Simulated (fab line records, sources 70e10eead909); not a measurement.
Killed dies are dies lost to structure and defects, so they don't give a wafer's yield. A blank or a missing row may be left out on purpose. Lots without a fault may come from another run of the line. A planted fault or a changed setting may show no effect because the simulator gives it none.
Which tool did it? | flow nand_harc | 24 lots, 72 wafers sampled, at 5 steps of a route of 1302

WHAT THE GAUGES READ, wafer by wafer
NHARC_P_M2_OVL_MEAS_10: pitch 340 nm. Usual: overlay_x_nm -0.2 nm, standard deviation 0.7; overlay_y_nm 0.0 nm, standard deviation 0.9.
lot  | measured     | on         | overlay_x_nm (nm) | overlay_y_nm (nm) | flag
L074 | day 6 23:14  | overlay-01 | -1.3 -1.5 -0.7    | 1.5 1.8 1.7       |
L075 | day 7 01:07  | overlay-01 | -1.4 -1.5 -1.7    | -1.3 -1.7 -1.4    |
L076 | day 7 01:25  | overlay-02 | 0.0 -0.1 -0.1     | -1.6 -1.4 -2.0    |
L077 | day 7 15:52  | overlay-02 | 0.4 1.0 0.7       | -0.7 -0.1 -0.3    |
L078 | day 8 01:42  | overlay-02 | -0.1 -0.5 -0.2    | 1.1 1.2 1.6       |
L079 | day 8 16:18  | overlay-01 | -1.3 -0.7 -0.8    | 0.6 0.0 0.4       |
L080 | day 8 19:35  | overlay-01 | -0.4 -0.2 -0.5    | -1.3 -0.7 -0.9    |
L081 | day 9 15:50  | overlay-02 | -0.7 -0.6 -0.5    | 0.6 0.7 0.4       |
L082 | day 10 00:20 | overlay-02 | -1.4 -0.9 -1.8    | -0.7 -0.1 0.6     |
L084 | day 10 04:51 | overlay-02 | 0.2 0.6 0.2       | 0.4 -0.2 0.0      |
L083 | day 10 05:32 | overlay-01 | 0.1 0.1 -0.5      | 0.2 -0.3 0.2      |
L085 | day 10 21:12 | overlay-02 | -1.5 -0.4 -0.6    | -0.8 -0.2 -1.5    |
L086 | day 11 06:34 | overlay-02 | 0.6 0.6 0.2       | 0.2 0.4 0.1       |
L088 | day 12 09:22 | overlay-01 | 0.4 -0.2 -0.4     | -0.9 -0.4 -0.2    |
L089 | day 12 10:34 | overlay-02 | -0.3 -0.8 -0.8    | 0.3 0.7 0.1       |
L087 | day 12 12:11 | overlay-02 | 0.7 0.1 0.7       | 0.1 0.1 0.4       |
L090 | day 13 01:15 | overlay-01 | -0.2 0.0 -0.1     | 0.7 1.0 0.7       |
L091 | day 13 08:22 | overlay-02 | -0.3 -0.6 -0.7    | 0.3 0.1 -0.1      |
L092 | day 13 21:00 | overlay-02 | -1.0 -0.9 -1.0    | 0.6 0.4 0.1       |
L093 | day 14 02:49 | overlay-02 | 0.5 0.5 0.3       | 0.6 0.5 0.1       |
L094 | day 14 15:47 | overlay-01 | 0.9 0.9 0.8       | 1.1 0.6 0.8       |
L095 | day 15 06:07 | overlay-02 | 0.0 -0.1 1.0      | -0.3 -0.3 0.2     |
L096 | day 15 11:39 | overlay-02 | 0.0 0.8 0.6       | -1.6 -1.7 -1.1    |
L097 | day 15 19:57 | overlay-01 | -0.1 -0.4 -0.4    | 0.8 0.6 0.7       |

NHARC_P_BONDPAD_CD_MEAS_09: target cd 500 nm. Usual: cd_nm 501.1 nm, standard deviation 2.1.
lot  | measured     | on        | cd_nm (nm)        | flag
L074 | day 7 03:47  | cd_sem-02 | 501.1 502.5 501.2 |
L075 | day 7 05:38  | cd_sem-03 | 498.1 499.9 500.7 |
L076 | day 7 06:00  | cd_sem-03 | 503.8 504.1 500.5 |
L077 | day 7 20:28  | cd_sem-01 | 503.3 500.2 502.2 |
L078 | day 8 06:09  | cd_sem-02 | 499.8 498.1 504.3 |
L079 | day 8 20:38  | cd_sem-02 | 498.8 499.1 500.7 |
L080 | day 9 00:11  | cd_sem-01 | 499.3 497.2 499.5 |
L081 | day 9 20:17  | cd_sem-02 | 501.4 499.9 501.2 |
L082 | day 10 04:48 | cd_sem-02 | 501.7 503.6 502.4 |
L084 | day 10 09:25 | cd_sem-02 | 499.5 503.2 502.6 |
L083 | day 10 09:55 | cd_sem-02 | 502.3 500.6 501.6 |
L085 | day 11 01:47 | cd_sem-01 | 502.5 503.5 500.9 |
L086 | day 11 11:01 | cd_sem-02 | 500.9 499.2 497.9 |
L088 | day 12 13:50 | cd_sem-03 | 499.7 498.0 501.3 |
L089 | day 12 15:00 | cd_sem-01 | 501.6 502.2 499.4 |
L087 | day 12 16:37 | cd_sem-01 | 505.6 500.7 499.2 |
L090 | day 13 05:43 | cd_sem-03 | 500.1 499.4 500.8 |
L091 | day 13 12:42 | cd_sem-01 | 501.6 501.9 500.1 |
L092 | day 14 01:26 | cd_sem-03 | 503.0 504.5 501.5 |
L093 | day 14 07:29 | cd_sem-03 | 500.8 499.1 501.8 |
L094 | day 14 20:07 | cd_sem-01 | 503.8 501.6 501.3 |
L095 | day 15 10:35 | cd_sem-01 | 500.7 502.3 503.8 |
L096 | day 15 16:31 | cd_sem-01 | 502.7 502.5 501.0 |
L097 | day 16 00:32 | cd_sem-02 | 496.8 497.1 498.0 |

WHICH TOOL RAN EACH LOT (tool, then ch and the chambers of the sampled wafers, then the start)
lot  | NHARC_P_M1_PVD_20                       | NHARC_P_M1_PVD_21                       | NHARC_P_BONDPAD_CMP_32
L074 | pvd_sputter-03, day 6 23:14 or earlier  | pvd_sputter-03, day 6 23:14 or earlier  | cmp-04 ch 0,3, day 7 02:56
L075 | pvd_sputter-01, day 7 01:07 or earlier  | pvd_sputter-01, day 7 01:07 or earlier  | cmp-04 ch 2,3, day 7 04:51
L076 | pvd_sputter-03, day 7 01:25 or earlier  | pvd_sputter-03, day 7 01:25 or earlier  | cmp-02 ch 1,2, day 7 05:11
L077 | pvd_sputter-01, day 7 15:52 or earlier  | pvd_sputter-01, day 7 15:52 or earlier  | cmp-04 ch 1,2,3, day 7 19:38
L078 | pvd_sputter-03, day 8 01:42 or earlier  | pvd_sputter-03, day 8 01:42 or earlier  | cmp-01 ch 0,1,3, day 8 05:20
L079 | pvd_sputter-01, day 8 16:18 or earlier  | pvd_sputter-01, day 8 16:18 or earlier  | cmp-04 ch 0,1,2, day 8 20:01
L080 | pvd_sputter-02, day 8 19:35 or earlier  | pvd_sputter-02, day 8 19:35 or earlier  | cmp-02 ch 1,2,3, day 8 23:22
L081 | pvd_sputter-03, day 9 15:50 or earlier  | pvd_sputter-03, day 9 15:50 or earlier  | cmp-02 ch 1,2,3, day 9 19:29
L082 | pvd_sputter-03, day 10 00:20 or earlier | pvd_sputter-03, day 10 00:20 or earlier | cmp-01 ch 0,1, day 10 04:00
L084 | pvd_sputter-01, day 10 04:51 or earlier | pvd_sputter-01, day 10 04:51 or earlier | cmp-01 ch 0,1,2, day 10 08:38
L083 | pvd_sputter-02, day 10 05:32 or earlier | pvd_sputter-02, day 10 05:32 or earlier | cmp-04 ch 0,1,3, day 10 09:16
L085 | pvd_sputter-02, day 10 21:12 or earlier | pvd_sputter-02, day 10 21:12 or earlier | cmp-04 ch 0,1,2, day 11 01:01
L086 | pvd_sputter-01, day 11 06:34 or earlier | pvd_sputter-01, day 11 06:34 or earlier | cmp-02 ch 1,2, day 11 10:12
L088 | pvd_sputter-02, day 12 09:22 or earlier | pvd_sputter-02, day 12 09:22 or earlier | cmp-01 ch 1,3, day 12 13:03
L089 | pvd_sputter-03, day 12 10:34 or earlier | pvd_sputter-03, day 12 10:34 or earlier | cmp-01 ch 0,1, day 12 14:11
L087 | pvd_sputter-03, day 12 12:11 or earlier | pvd_sputter-03, day 12 12:11 or earlier | cmp-01 ch 0,1,2, day 12 15:48
L090 | pvd_sputter-01, day 13 01:15 or earlier | pvd_sputter-01, day 13 01:15 or earlier | cmp-02 ch 1,2, day 13 04:53
L091 | pvd_sputter-03, day 13 08:22 or earlier | pvd_sputter-03, day 13 08:22 or earlier | cmp-01 ch 0,1,3, day 13 12:01
L092 | pvd_sputter-01, day 13 21:00 or earlier | pvd_sputter-01, day 13 21:00 or earlier | cmp-04 ch 0,1, day 14 00:39
L093 | pvd_sputter-01, day 14 02:49 or earlier | pvd_sputter-01, day 14 02:49 or earlier | cmp-02 ch 1,3, day 14 06:47
L094 | pvd_sputter-02, day 14 15:47 or earlier | pvd_sputter-02, day 14 15:47 or earlier | cmp-04 ch 0,1,2, day 14 19:25
L095 | pvd_sputter-03, day 15 06:07 or earlier | pvd_sputter-03, day 15 06:07 or earlier | cmp-04 ch 0,1, day 15 09:54
L096 | pvd_sputter-02, day 15 11:39 or earlier | pvd_sputter-02, day 15 11:39 or earlier | cmp-04 ch 0,2, day 15 15:50
L097 | pvd_sputter-01, day 15 19:57 or earlier | pvd_sputter-01, day 15 19:57 or earlier | cmp-02 ch 0,1,3, day 15 23:45
- NHARC_P_M1_PVD_20: deposits TaN, target thk 5 nm, time 8.06 s.
- NHARC_P_M1_PVD_21: deposits Cu, target thk 30 nm, time 20.49 s.
- NHARC_P_BONDPAD_CMP_32: polishes SiCN, target thk 200 nm.

WHAT THE TOOLS THEMSELVES READ (means of the sampled wafers that have a number; where no wafer has one, the mark that the record gives instead)
NHARC_P_M1_PVD_20. Usual: chamber_pressure_pa 0.12 Pa, standard deviation 0.00023; throttle_valve_pct 29.3 %, standard deviation 1.1.
lot  | tool           | chamber_pressure_pa (Pa) | throttle_valve_pct (%) | flag
L074 | pvd_sputter-03 | 0.12                     | 28.3                   |
L075 | pvd_sputter-01 | 0.12                     | 29.5                   |
L076 | pvd_sputter-03 | 0.12                     | 28.5                   |
L077 | pvd_sputter-01 | 0.12                     | 29.6                   |
L078 | pvd_sputter-03 | 0.12                     | 28.9                   |
L079 | pvd_sputter-01 | 0.12                     | 29.6                   |
L080 | pvd_sputter-02 | 0.12                     | 30.6                   |
L081 | pvd_sputter-03 | 0.12                     | 28.6                   |
L082 | pvd_sputter-03 | 0.12                     | 28.1                   |
L084 | pvd_sputter-01 | 0.12                     | 30.3                   |
L083 | pvd_sputter-02 | 0.12                     | 29.8                   |
L085 | pvd_sputter-02 | 0.12                     | 30.1                   |
L086 | pvd_sputter-01 | 0.12                     | 29.7                   |
L088 | pvd_sputter-02 | 0.12                     | 29.8                   |
L089 | pvd_sputter-03 | 0.12                     | 28.4                   |
L087 | pvd_sputter-03 | 0.12                     | 28.4                   |
L090 | pvd_sputter-01 | 0.12                     | 30.2                   |
L091 | pvd_sputter-03 | 0.12                     | 28.1                   |
L092 | pvd_sputter-01 | 0.12                     | 29.4                   |
L093 | pvd_sputter-01 | 0.12                     | 30.1                   |
L094 | pvd_sputter-02 | 0.12                     | 29.9                   |
L095 | pvd_sputter-03 | 0.12                     | 28.1                   |
L096 | pvd_sputter-02 | 0.12                     | 30.3                   |
L097 | pvd_sputter-01 | 0.12                     | 29.4                   |

NHARC_P_M1_PVD_21. Usual: chamber_pressure_pa 5.000 Pa, standard deviation 0.01; throttle_valve_pct 29.4 %, standard deviation 1.1.
lot  | tool           | chamber_pressure_pa (Pa) | throttle_valve_pct (%) | flag
L074 | pvd_sputter-03 | 5.015                    | 28.9                   |
L075 | pvd_sputter-01 | 4.997                    | 30.0                   |
L076 | pvd_sputter-03 | 5.002                    | 29.0                   |
L077 | pvd_sputter-01 | 4.995                    | 30.1                   |
L078 | pvd_sputter-03 | 4.990                    | 28.2                   |
L079 | pvd_sputter-01 | 5.009                    | 30.1                   |
L080 | pvd_sputter-02 | 5.005                    | 30.5                   |
L081 | pvd_sputter-03 | 5.002                    | 28.7                   |
L082 | pvd_sputter-03 | 5.006                    | 28.2                   |
L084 | pvd_sputter-01 | 4.998                    | 29.7                   |
L083 | pvd_sputter-02 | 5.008                    | 29.3                   |
L085 | pvd_sputter-02 | 4.988                    | 29.3                   |
L086 | pvd_sputter-01 | 5.006                    | 29.9                   |
L088 | pvd_sputter-02 | 4.992                    | 30.4                   |
L089 | pvd_sputter-03 | 5.000                    | 28.2                   |
L087 | pvd_sputter-03 | 5.000                    | 28.8                   |
L090 | pvd_sputter-01 | 4.993                    | 30.2                   |
L091 | pvd_sputter-03 | 5.009                    | 28.6                   |
L092 | pvd_sputter-01 | 5.007                    | 30.2                   |
L093 | pvd_sputter-01 | 5.001                    | 30.6                   |
L094 | pvd_sputter-02 | 5.006                    | 29.4                   |
L095 | pvd_sputter-03 | 5.009                    | 28.5                   |
L096 | pvd_sputter-02 | 4.993                    | 29.8                   |
L097 | pvd_sputter-01 | 5.000                    | 30.2                   |

NHARC_P_BONDPAD_CMP_32. Usual: edge_zone_pressure_frac 1.000, standard deviation 0.0048; motor_current_A 11.8 A, standard deviation 0.96; slurry_flow_ml_min 150.0, standard deviation 0.54.
lot  | tool   | edge_zone_pressure_frac | motor_current_A (A) | slurry_flow_ml_min | flag
L074 | cmp-04 | 1.000                   | 12.2                | 150.2              |
L075 | cmp-04 | 0.997                   | 11.7                | 149.5              |
L076 | cmp-02 | 1.001                   | 11.1                | 149.6              |
L077 | cmp-04 | 1.000                   | 11.5                | 150.3              |
L078 | cmp-01 | 0.997                   | 12.0                | 149.7              |
L079 | cmp-04 | 0.999                   | 11.2                | 149.5              |
L080 | cmp-02 | 0.999                   | 11.7                | 149.9              |
L081 | cmp-02 | 0.999                   | 11.6                | 150.5              |
L082 | cmp-01 | 0.994                   | 12.7                | 150.1              |
L084 | cmp-01 | 1.003                   | 12.9                | 150.2              |
L083 | cmp-04 | 1.001                   | 11.7                | 150.5              |
L085 | cmp-04 | 1.001                   | 11.4                | 149.8              |
L086 | cmp-02 | 0.997                   | 11.6                | 149.8              |
L088 | cmp-01 | 1.005                   | 10.9                | 150.1              |
L089 | cmp-01 | 1.009                   | 13.1                | 149.5              |
L087 | cmp-01 | 0.999                   | 12.8                | 149.7              |
L090 | cmp-02 | 1.000                   | 11.0                | 149.8              |
L091 | cmp-01 | 1.001                   | 12.3                | 149.8              |
L092 | cmp-04 | 1.000                   | 11.7                | 150.0              |
L093 | cmp-02 | 1.006                   | 12.2                | 150.0              |
L094 | cmp-04 | 0.999                   | 11.8                | 150.0              |
L095 | cmp-04 | 0.999                   | 12.6                | 149.6              |
L096 | cmp-04 | 1.005                   | 12.0                | 150.0              |
L097 | cmp-02 | 0.999                   | 12.7                | 150.3              |

THE ANSWER, worked out from the rows above alone
Rule: a lot is off if the mean of its wafers that have a number lies more than 3 standard deviations from the usual mean. A lot without any number at a reading at which 4 lots or more have one is off too. The other lots that the step has rows for count as sound. The gauges are gone through in route order, then the tools' own readings, and for those a lot's mean is taken as printed above. The first step at which some lot is off is used, and at that step the reading that is off furthest; a lot without a number counts as furthest.
No lot is off at any reading shown: from this, nothing can be told.

WHAT THE SIMULATOR HAD PUT IN
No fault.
